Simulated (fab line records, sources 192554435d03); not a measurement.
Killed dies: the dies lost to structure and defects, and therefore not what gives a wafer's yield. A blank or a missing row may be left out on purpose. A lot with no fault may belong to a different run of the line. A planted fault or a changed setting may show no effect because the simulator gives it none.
8D (eight disciplines) problem report, filled in by code / flow n5_finfet / the parts of the form that need people (team, actions taken, sign-off) are left out

== 1. THE ISSUE ==
Wafers without a fault read 13, standard deviation 4; killed_at_M4_up at N5_PASSIVATION_PROBE_49 reads a mean of 54 on 2 wafers belonging to 2 lots. Relative to the usual mean, that is a shift of +10 standard deviations.
Earliest sighting: wafer L278.2 on prober-02 at day 18 15:52. The record holds 14 wafers of 6 lots with a number at this step. The rule behind "out" and "out of limits": a value lying over 4 standard deviations away from the usual mean. The other wafers with a number count as sound.

== 2. WHAT IT IS; WHAT IT IS NOT ==
question=which readings at this step | is=killed_at_M4_up | is not=killed_at_M0_to_M3, killed_at_contacts, killed_at_front_end, killed_at_other, killed_open, killed_short
question=which lots | is=L278, L279 | is not=L261, L265, L267, L270
question=which wafers of those lots | is=L278.2, L279.4 | is not=L278.5, L278.6, L279.1, L279.3
question=read on which tools | is=prober-02 | is not=prober-01
question=when | is=from day 18 15:52 | is not=up to then (8 sound wafers); but 4 sound wafers of L278, L279 came after

== 3. SUSPECTS, AND WHAT RULES EACH OUT ==
Counting: any tool at a process step up to the reading remains a suspect provided it ran every lot that is out. Sound lots after the first of them don't rule it out here, since some wafers of a struck lot are sound.
- rie_diel-03 at N5_BEOL_M6_STRIP_36 (strips in N2/H2): kept. Ran every lot that is out, first one L278 (day 14 23:58); last sound lot up to then L270 (day 13 03:07).
- prober-02 at N5_PASSIVATION_PROBE_49: kept. It ran every lot that is out, first L278 (day 18 15:52). Out on those wafers are its own readings of killed_at_M4_up.
- rie_diel-03, N5_BEOL_M6_STRIP_36: wafers that are out in chamber 0, sound lot-mates in chambers 1, 2.
The count leaves prober-02 at N5_PASSIVATION_PROBE_49 and rie_diel-03 at N5_BEOL_M6_STRIP_36.

== 4. THE CAUSE (what the simulator had put in) ==
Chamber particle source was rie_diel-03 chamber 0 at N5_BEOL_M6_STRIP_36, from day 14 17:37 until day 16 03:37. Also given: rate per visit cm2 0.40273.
Counting left 2 suspects, and this tool is among them.

== 5. THE CHAIN OF EFFECTS, in route order ==
Rows list readings where the struck wafers' mean (over those with a number) sits beyond 3 standard deviations from the usual. Only readings for which the record gives a usual standard deviation are gone through. hours: the time from each lot's start at the first step in this table that gives one to its start at this step, as a median over the lots. sigmas: the change in usual standard deviations.
hours=0; step=N5_PASSIVATION_PROBE_49; reading=defect_limited_yield; usual=91.5 %; on struck wafers=86.9; change=-4.6; sigmas=-3.5
hours=0; step=N5_PASSIVATION_PROBE_49; reading=killed_at_M4_up; usual=13; on struck wafers=54; change=+42; sigmas=+10
hours=0; step=N5_PASSIVATION_PROBE_49; reading=killed_dies; usual=100; on struck wafers=155; change=+55; sigmas=+3.7
hours=0; step=N5_PASSIVATION_PROBE_49; reading=killed_on_rim; usual=13; on struck wafers=28; change=+16; sigmas=+3.9
hours=0; step=N5_PASSIVATION_PROBE_49; reading=sort_bin_5_function; usual=5.0 %; on struck wafers=7.9; change=+2.9; sigmas=+3.3
hours=0; step=N5_PASSIVATION_PROBE_49; reading=sort_n_pass; usual=1080; on struck wafers=1025; change=-55; sigmas=-3.7
hours=0; step=N5_PASSIVATION_PROBE_49; reading=sort_yield_pct; usual=91.5 %; on struck wafers=86.9; change=-4.6; sigmas=-3.5
Here are the process steps it includes:
- N5_PASSIVATION_PROBE_49

== 6. WHAT WOULD HAVE CAUGHT IT SOONER ==
In this record no reading fell out of limits until day 18 15:52, 94 hours after the fault had begun at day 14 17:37.
Of the tool readings at N5_BEOL_M6_STRIP_36 for which the record gives a usual standard deviation, none was out on any struck wafer, so an alarm limit of 4 standard deviations on them would not have fired.
The start of N5_BEOL_M6_STRIP_36 on rie_diel-03 came by day 18 15:52 for every one of the lots that are out (2). None of them would have been spared by holding the tool at that moment.
